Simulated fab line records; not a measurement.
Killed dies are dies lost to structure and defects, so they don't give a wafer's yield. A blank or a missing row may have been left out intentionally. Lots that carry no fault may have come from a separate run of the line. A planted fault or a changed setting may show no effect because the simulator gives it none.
fab line records -- flow n5_finfet
[record] lots = 5, wafers = 15, last_day = 18
route steps=1938 shown HKMG_FIN@391 BEOL_M4@1111
lots with no fault: from the same line, run without faults
start_h: hours from the record's first day to the start of the lot's first wafer shown -- wait_h: hours elapsed since this lot's preceding step -- " the same as in the row above -- L1.1+2: a single row standing in for several wafers -- - no value, or no start was given -- * or withheld: withheld -- < > ~ a bound
route shown NAME@n: names a module that has steps shown in the file, with the first one's number in the route -- usual: mean and standard deviation over wafers with no fault -- same: alike in all rows -- chamber/n: place in a boat -- sites: per-site readings -- _std_site: standard deviation of those values -- _edge_site: mean of outer sites minus mean of inner sites -- radius_mm: how far each site lies from the wafer's centre -- mask NAME#n: copy n -- behind: the tool/chamber that last shaped the wafer -- hold: the reason the lot was held/the length of the hold in hours/how it ended -- device: the n, p or np transistor that did not switch -- end of line: the same wafers' tests at the end of the route -- for a step that has no rows: nothing shown but its recipe -- killed: not the wafer's yield, but the dies lost to structure and defects at the first sort -- map: a wafer's dies, x killed, . not, _ none there
set.NAME: setting as actually run; set.NAME@STEP: the setting as run at that earlier step -- model.NAME: the simulator's own value behind a step, which no gauge read
certain route steps with their lots: each step a table, each wafer a row
services: when a tool's chamber went out of use (start_h, in hours from the record's first day, below 0 if earlier), for how many hours, and the reason
[[steps]]
[step N5_HKMG_FIN_COAT_42]
[recipe] resist = SiARC, temp_c = 220, time_s = 60, spin_rpm = 1500, resist_thk_nm = 35
[step N5_HKMG_FIN_COAT_43]
[recipe] resist = CAR-ArF, spin_rpm = 1500, resist_thk_nm = 90
[step N5_HKMG_FIN_EBR_45]
[recipe] solvent = PGMEA, ebr_width_mm = 1.5
[step N5_HKMG_FIN_SOFTBAKE_44]
[recipe] temp_c = 110, time_s = 60, resist = CAR-ArF
[step N5_HKMG_FIN_EXPOSE_46]
[recipe] mask_id = NDIPOLE, na = 1.35, source_shape = conventional, sigma_outer = 0.8, polarization = unpolarized, dose_mj = 40
[step N5_HKMG_FIN_PEB_47]
[recipe] peb_temp_c = withheld, peb_time_s = 60, resist = CAR-ArF
[step N5_HKMG_FIN_DEVELOP_48]
[recipe] develop_time_s = 30, developer = TMAH, resist = CAR-ArF, rinse_liquid = diw, dry = air_spin, dev_temp_c = 23
[step N5_HKMG_FIN_CD_MEAS_49]
[recipe] target_cd_nm = 202, landing_energy_ev = 500, detector = se_inlens, polarity = opening
[usual] cd_nm = 202.1/0.77
lot.wafer,tool,chamber,start_h,wait_h,cd_nm
L936.4,cd_sem-03,0,88.03,-,202.2
L936.5,cd_sem-03,0,88.03,-,201.4
L936.6,cd_sem-03,0,88.03,-,201.7
L945.2,cd_sem-02,0,146.52,-,201.7
L945.5,cd_sem-02,0,146.52,-,202.7
L945.6,cd_sem-02,0,146.52,-,201.4
L951.2,cd_sem-02,0,180.85,-,202.0
L951.3,cd_sem-02,0,180.85,-,201.9
L951.5,cd_sem-02,0,180.85,-,201.5
L955.1,cd_sem-02,0,205.30,-,201.9
L955.3,cd_sem-02,0,205.30,-,202.5
L955.5,cd_sem-02,0,205.30,-,202.4
L956.1,cd_sem-02,0,212.84,-,203.1
L956.4,cd_sem-02,0,212.84,-,202.4
L956.5,cd_sem-02,0,212.84,-,202.3
[step N5_HKMG_FIN_OVL_MEAS_50]
[recipe] points_per_wafer = 44
[usual] NDIPOLE_OVL = -0.4/0.8
lot.wafer,tool,chamber,start_h,wait_h,NDIPOLE_OVL[nm]
L936.4,overlay-01,0,88.06,0.0,-1.6
L936.5,overlay-01,0,88.06,0.0,-1.8
L936.6,overlay-01,0,88.06,0.0,-2.7
L945.2,overlay-01,0,146.55,0.0,0.1
L945.5,overlay-01,0,146.55,0.0,-0.3
L945.6,overlay-01,0,146.55,0.0,0.4
L951.2,overlay-01,0,180.88,0.0,0.7
L951.3,overlay-01,0,180.88,0.0,0.3
L951.5,overlay-01,0,180.88,0.0,0.5
L955.1,overlay-02,0,205.33,0.0,-0.2
L955.3,overlay-02,0,205.33,0.0,0.1
L955.5,overlay-02,0,205.33,0.0,-0.2
L956.1,overlay-02,0,212.87,0.0,-1.0
L956.4,overlay-02,0,212.87,0.0,-1.2
L956.5,overlay-02,0,212.87,0.0,-0.5
[step N5_HKMG_FIN_INSPECT_61]
[recipe] mode = adi, inspect_instrument = macro
[usual] raw_defect_count = 1.8/1.3
lot.wafer,tool,chamber,start_h,wait_h,raw_defect_count
L936.4,defect_inspect-02,-,88.09,0.0,1
L936.5,defect_inspect-02,-,88.09,0.0,1
L936.6,defect_inspect-02,-,88.09,0.0,3
L945.2,defect_inspect-02,-,146.58,0.0,4
L945.5,defect_inspect-02,-,146.58,0.0,4
L945.6,defect_inspect-02,-,146.58,0.0,2
L951.2,defect_inspect-02,-,180.91,0.0,1
L951.3,defect_inspect-02,-,180.91,0.0,1
L951.5,defect_inspect-02,-,180.91,0.0,0
L955.1,defect_inspect-01,-,205.35,0.0,1
L955.3,defect_inspect-01,-,205.35,0.0,1
L955.5,defect_inspect-01,-,205.35,0.0,0
L956.1,defect_inspect-01,-,212.89,0.0,2
L956.4,defect_inspect-01,-,212.89,0.0,0
L956.5,defect_inspect-01,-,212.89,0.0,3
[step N5_HKMG_FIN_DESCUM_53]
[recipe] chemistry = O2, time_s = 7.9, source_power_w = 50, bias_power_w = 20, pressure_mtorr = 20, rf_frequency_hz = 2.712e+07, temp_c = 40, resist = CAR-ArF, o2_flow_sccm = 225
[usual] drypump_motor_current_A = 5.7/0.58, oes_product_au = 0.82/0.092, rf_vpp_V = 242.4/1.1, showerhead_plenum_p_Torr = 2.05/0.054, throttle_valve_pct = 20.47/0.18
lot.wafer,tool,chamber,start_h,wait_h,drypump_motor_current_A,oes_product_au,rf_hours_counter_h,rf_vpp_V,showerhead_plenum_p_Torr,throttle_valve_pct
L936.4,rie_diel-03,1,88.14,0.0,6.6,0.71,-,242.1,1.98,20.55
L936.5,rie_diel-03,0,88.14,0.0,5.0,0.98,-,243.5,2.16,20.61
L936.6,rie_diel-03,3,88.14,0.0,6.5,0.68,-,241.2,1.97,20.52
L945.2,rie_diel-04,1,146.61,0.0,6.2,0.89,38,242.3,2.06,20.32
L945.5,rie_diel-04,2,146.61,0.0,5.8,0.70,-,243.0,2.05,20.52
L945.6,rie_diel-04,3,146.61,0.0,5.7,0.89,-,241.7,2.06,20.72
L951.2,rie_diel-03,0,180.94,0.0,5.0,0.89,39,242.4,2.15,20.66
L951.3,rie_diel-03,3,180.94,0.0,6.5,0.93,21,244.9,2.22,20.08
L951.5,rie_diel-03,3,180.94,0.0,6.5,0.93,-,244.3,2.22,20.08
L955.1,rie_diel-06,2,205.39,0.0,5.4,0.70,233,241.1,1.97,20.59
L955.3,rie_diel-06,1,205.39,0.0,4.8,0.82,103,244.1,2.00,20.36
L955.5,rie_diel-06,3,205.39,0.0,6.6,0.94,-,242.7,2.07,20.53
L956.1,rie_diel-04,1,212.93,0.0,6.1,0.84,62,241.9,2.05,20.37
L956.4,rie_diel-04,1,212.93,0.0,6.1,0.84,-,242.5,2.05,20.35
L956.5,rie_diel-04,2,212.93,0.0,5.8,0.68,-,243.0,2.04,20.55
[step N5_HKMG_FIN_ETCH_54]
[recipe] chemistry = CF4, target = SiARC, target_depth_a = 455, mask_material = CAR-ArF, time_s = 75.8, ion_energy_ev = 80, pressure_mtorr = 40, source_w = 545, bias_w = 36, Ar_flow_sccm = 100, cf4_flow_sccm = 100, ends = cleared
[usual] cf4_flow_sccm = 100.0/0.31, drypump_motor_current_A = 5.7/0.58, etch_rf_on_time_s = 75.1/1.8, oes_product_au = 0.70/0.076, rf_vpp_V = 183.5/1, showerhead_plenum_p_Torr = 2.10/0.048, throttle_valve_pct = 15.65/0.21
lot.wafer,tool,chamber,start_h,wait_h,cf4_flow_sccm,drypump_motor_current_A,etch_rf_on_time_s,oes_product_au,rf_hours_counter_h,rf_vpp_V,showerhead_plenum_p_Torr,throttle_valve_pct
L936.4,rie_diel-03,1,88.18,0.0,100.3,6.6,76.5,0.60,-,183.7,2.05,15.84
L936.5,rie_diel-03,0,88.18,0.0,100.2,5.0,75.3,0.84,-,184.5,2.20,15.63
L936.6,rie_diel-03,3,88.18,0.0,100.0,6.5,79.3,0.57,-,183.0,2.03,15.79
L945.2,rie_diel-04,1,146.65,0.0,99.8,6.2,72.1,0.76,38,184.1,2.10,15.34
L945.5,rie_diel-04,2,146.65,0.0,99.8,5.8,74.6,0.61,-,184.3,2.13,15.89
L945.6,rie_diel-04,3,146.65,0.0,99.9,5.7,73.3,0.75,-,184.8,2.10,15.76
L951.2,rie_diel-03,0,180.98,0.0,99.8,5.0,75.1,0.75,39,184.2,2.19,15.71
L951.3,rie_diel-03,3,180.98,0.0,100.4,6.5,73.2,0.78,21,184.9,2.27,15.31
L951.5,rie_diel-03,3,180.98,0.0,100.2,6.5,72.5,0.78,-,185.7,2.27,15.30
L955.1,rie_diel-06,2,205.42,0.0,99.8,5.4,78.6,0.60,233,181.5,2.03,15.89
L955.3,rie_diel-06,1,205.42,0.0,100.1,4.8,75.3,0.70,103,184.1,2.07,15.62
L955.5,rie_diel-06,3,205.42,0.0,99.9,6.7,77.8,0.78,-,182.7,2.10,15.52
L956.1,rie_diel-04,1,212.96,0.0,99.3,6.1,72.8,0.73,62,184.2,2.09,15.42
L956.4,rie_diel-04,1,212.96,0.0,99.7,6.1,73.2,0.73,-,183.7,2.09,15.40
L956.5,rie_diel-04,2,212.96,0.0,100.1,5.8,75.0,0.59,-,183.3,2.12,15.93
[step N5_HKMG_FIN_ETCH_55]
[recipe] chemistry = N2/H2, target = SOC, target_depth_a = 2400, temp_c = 40, time_s = 300, ion_energy_ev = 200, mask_material = SiARC, pressure_mtorr = 30, source_w = 840, bias_w = 150, n2_flow_sccm = 200, h2_flow_sccm = 200
[usual] drypump_motor_current_A = 5.7/0.57, oes_product_au = 0.82/0.09, rf_vpp_V = 522.3/1.8, run_length_s = 323.2/0.39, showerhead_plenum_p_Torr = 2.49/0.056, throttle_valve_pct = 17.90/0.22
lot.wafer,tool,chamber,start_h,wait_h,drypump_motor_current_A,oes_product_au,rf_hours_counter_h,rf_vpp_V,run_length_s,showerhead_plenum_p_Torr,throttle_valve_pct,model.etch.depth_nm,model.HKMG_FIN.feature_depth_nm,model.SiARC_of_HKMG_FIN_COAT_42.thk_nm
L936.4,rie_diel-03,1,88.30,0.1,6.6,0.71,-,520.4,323.5,2.44,18.23,237.8,237.8,21.8
L936.5,rie_diel-03,0,88.30,0.1,5.0,0.97,-,525.9,322.9,2.60,17.84,244.8,244.8,21.2
L936.6,rie_diel-03,3,88.30,0.1,6.5,0.68,-,520.6,323.6,2.38,17.90,233.8,233.8,21.2
L945.2,rie_diel-04,1,146.70,0.0,6.1,0.89,38,520.5,323.3,2.49,17.56,250.6,250.6,20.8
L945.5,rie_diel-04,2,146.70,0.0,5.8,0.71,-,521.4,322.6,2.52,18.09,243.1,243.2,21.4
L945.6,rie_diel-04,3,146.70,0.0,5.7,0.87,-,523.3,322.7,2.46,17.90,245.9,245.8,21
L951.2,rie_diel-03,0,181.03,0.0,5.0,0.88,39,526.0,452.0,2.59,17.89,344.8,344.8,15.4
L951.3,rie_diel-03,3,181.03,0.0,6.5,0.92,21,528.1,323.8,2.69,17.45,248.6,248.6,20.4
L951.5,rie_diel-03,3,181.03,0.0,6.5,0.93,-,528.0,324.0,2.69,17.44,250.6,250.6,20.2
L955.1,rie_diel-06,2,205.48,0.0,5.4,0.69,233,518.9,323.5,2.42,18.22,231,231,22
L955.3,rie_diel-06,1,205.48,0.0,4.8,0.81,103,522.6,322.8,2.47,17.89,240,240,21.2
L955.5,rie_diel-06,3,205.48,0.0,6.7,0.91,-,522.1,323.1,2.49,17.74,231.5,231.6,22
L956.1,rie_diel-04,1,213.02,0.0,6.1,0.85,62,521.1,323.1,2.48,17.60,249.9,250,20.6
L956.4,rie_diel-04,1,213.02,0.0,6.2,0.86,-,522.5,323.4,2.48,17.59,250.7,250.8,20.6
L956.5,rie_diel-04,2,213.02,0.0,5.9,0.69,-,523.0,322.6,2.51,18.14,241.4,241.4,21.2
[step N5_HKMG_FIN_STRIP_56]
[recipe] chemistry = N2/H2, temp_c = 40, n2_flow_sccm = 200, h2_flow_sccm = 200, rf_frequency_hz = 6e+07
[step N5_BEOL_M4_RC_MEAS_101]
[usual] DIBL_N = 36.0/1.6, DIBL_P = 36.1/2, IOFF_N = 0.160/0.029, IOFF_P = 0.21/0.039, ION_N = 675/13, ION_P = 464/8.8, SS_N = 71.5/0.58, SS_P = 73.3/0.65, VT_N = 250/3.3, VT_P = -249/3.6
lot.wafer,tool,chamber,start_h,wait_h,DIBL_N[mV/V],DIBL_P[mV/V],IOFF_N[nA/um],IOFF_P[nA/um],ION_N[uA/um],ION_P[uA/um],SS_N[mV/dec],SS_P[mV/dec],VT_N[mV],VT_P[mV]
L936.4,prober-02,0,187.27,0.5,35.3,35.7,0.135,0.17,667,455,72.0,72.2,252,-256
L936.5,prober-02,0,187.27,0.5,33.8,33.5,0.111,0.14,656,454,71.8,72.8,256,-258
L936.6,prober-02,0,187.27,0.5,35.2,34.8,0.135,0.17,675,460,71.8,73.1,253,-254
L945.2,prober-02,0,238.21,0.2,36.3,34.7,0.160,0.19,676,458,70.9,73.1,249,-252
L945.5,prober-02,0,238.21,0.2,37.9,36.9,0.190,0.22,684,467,71.4,73.5,246,-250
L945.6,prober-02,0,238.21,0.2,35.0,33.2,0.136,0.18,682,465,70.9,72.7,253,-253
L951.2,prober-02,0,286.48,0.2,37.5,38.7,0.187,0.26,682,474,72.0,73.6,244,-248
L951.3,prober-02,0,286.48,0.2,36.8,37.7,0.163,0.24,679,463,71.4,73.5,250,-248
L951.5,prober-02,0,286.48,0.2,35.9,35.8,0.155,0.21,694,474,71.5,72.6,247,-246
L956.1,prober-01,0,301.85,0.0,37.7,37.7,0.188,0.25,670,463,72.1,73.4,248,-244
L956.4,prober-01,0,301.85,0.0,36.6,37.8,0.174,0.26,666,471,72.0,73.7,248,-244
L956.5,prober-01,0,301.85,0.0,35.3,35.9,0.151,0.22,675,465,70.9,72.9,249,-248
L955.1,prober-02,0,303.28,0.0,34.6,34.1,0.130,0.18,657,452,71.7,72.8,254,-251
L955.3,prober-02,0,303.28,0.0,36.9,38.1,0.192,0.26,674,464,71.4,73.9,248,-246
L955.5,prober-02,0,303.28,0.0,33.7,33.0,0.120,0.17,660,454,71.5,72.7,255,-252
[[services]]
tool,chamber,start_h,hours,kind
rie_diel-03,2,78.36,-,clean
rie_diel-03,2,78.36,-,consumable_replace:focus_ring
rie_diel-03,2,78.36,23.1,scheduled_down
rie_diel-03,2,78.36,23.1,vent_cycle
rie_diel-06,3,81.71,6.0,repair
rie_diel-03,-,97.60,2.8,pm
rie_diel-03,3,101.64,-,clean
rie_diel-03,3,101.64,-,consumable_replace:focus_ring
rie_diel-03,3,101.64,-,consumable_replace:showerhead
rie_diel-03,3,101.64,20.1,scheduled_down
rie_diel-03,3,101.64,20.1,vent_cycle
rie_diel-04,1,120.81,9.9,repair
rie_diel-06,3,135.20,-,clean
rie_diel-06,3,135.20,-,consumable_replace:focus_ring
rie_diel-06,3,135.20,16.4,scheduled_down
rie_diel-06,3,135.20,16.4,vent_cycle
rie_diel-04,0,148.13,8.1,repair
[[key]]
[first_sign] step = N5_HKMG_FIN_ETCH_55, reading = run_length_s, direction = up, sigmas = 99+, usual = *, struck = *
effect none on later readings
[model_effect] step = N5_HKMG_FIN_ETCH_55, value = etch.depth_nm, without = 240.9, struck = 344.8
met_at N5_HKMG_FIN_ETCH_55
struck_wafers L951.2
onset_between 88.30 181.03
[fault] kind = process_parameter_drift, tool = rie_diel-03, chamber = 0, onset_h = 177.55, steps = N5_HKMG_FIN_ETCH_55, channel = time_s, offset = *, shape = step, end_h = 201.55, acts_in = *, stated = *
